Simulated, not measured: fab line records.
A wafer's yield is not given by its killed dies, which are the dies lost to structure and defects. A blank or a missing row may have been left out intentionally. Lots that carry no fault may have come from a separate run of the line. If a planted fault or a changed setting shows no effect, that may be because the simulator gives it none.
Matching of chambers | flow n5 finfet | N5_BEOL_M3_DEP_57 on pecvd-02 has 3 sister chambers
The step deposits SiCN from 3MS/NH3, target thk 8 nm, time 14 s. 16 wafers are shown with their chamber, then 8 later ones without.

== WAFERS WITH THEIR CHAMBER ==
wafer  | chamber | throttle valve pct (%) | showerhead plenum p Torr (Torr) | rf fwd power W (W)
L079.1 | 2       | 8.5                    | 3.673                           | 197.7
L079.4 | 0       | 9.9                    | 3.636                           | 196.9
L079.6 | 1       | 9.6                    | 3.664                           | 198.7
L080.3 | 2       | 8.2                    | 3.676                           | 196.9
L080.4 | 1       | 9.6                    | 3.657                           | 199.1
L080.5 | 2       | 8.4                    | 3.679                           | 197.4
L081.3 | 1       | 9.6                    | 3.661                           | 197.9
L081.5 | 0       | 10.0                   | 3.643                           | 198.3
L081.6 | 1       | 9.5                    | 3.662                           | 198.6
L085.3 | 1       | 9.8                    | 3.666                           | 198.1
L085.5 | 2       | 8.3                    | 3.677                           | 199.3
L085.6 | 0       | 9.6                    | 3.639                           | 198.7
L087.1 | 2       | 8.5                    | 3.672                           | 197.5
L087.2 | 1       | 9.5                    | 3.663                           | 198.9
L087.3 | 0       | 9.7                    | 3.631                           | 197.8
L091.1 | 1       | 9.8                    | 3.651                           | 198.7

SIGNATURES (averages over the wafers above)
reading                  | chamber 0 | chamber 1 | chamber 2 | scatter within a chamber
throttle valve pct       | 9.800     | 9.629     | 8.380     | 0.142
showerhead plenum p Torr | 3.63725   | 3.66057   | 3.67540   | 0.0045
rf fwd power W           | 197.925   | 198.571   | 197.760   | 0.691
Rule: for each reading, subtract the chamber's mean from the wafer's reading, divide by that reading's scatter and square the result; add these up over the readings and take the root, which gives the wafer's distance from the chamber. If the next closest chamber is less than 2 further off than the closest, the wafer can't be placed; otherwise it belongs to the closest. How the scatter is found: for the shown wafers, subtract from each reading the mean of its chamber, square and add these, divide the total by (wafers less chambers), then take the root.

== WAFERS MISSING THEIR CHAMBER ==
wafer  | throttle valve pct (%) | showerhead plenum p Torr (Torr) | rf fwd power W (W)
L091.2 | 10.2                   | 3.633                           | 198.8
L091.3 | 8.2                    | 3.681                           | 197.9
L095.2 | 8.4                    | 3.665                           | 198.9
L095.4 | 9.9                    | 3.637                           | 197.3
L095.5 | 9.9                    | 3.665                           | 198.5
L096.1 | 8.4                    | 3.670                           | 198.0
L096.3 | 9.3                    | 3.654                           | 197.8
L096.6 | 8.4                    | 3.673                           | 197.2

== THE CHAMBER EACH PASSED THROUGH ==
wafer  | from the rows above | in truth
L091.2 | 0                   | 0
L091.3 | 2                   | 2
L095.2 | 2                   | 2
L095.4 | 0                   | 0
L095.5 | 1                   | 1
L096.1 | 2                   | 2
L096.3 | 1                   | 1
L096.6 | 2                   | 2
Correctly placed: 8 of 8. Left unplaced by these rows: 0. Wrongly placed: 0.
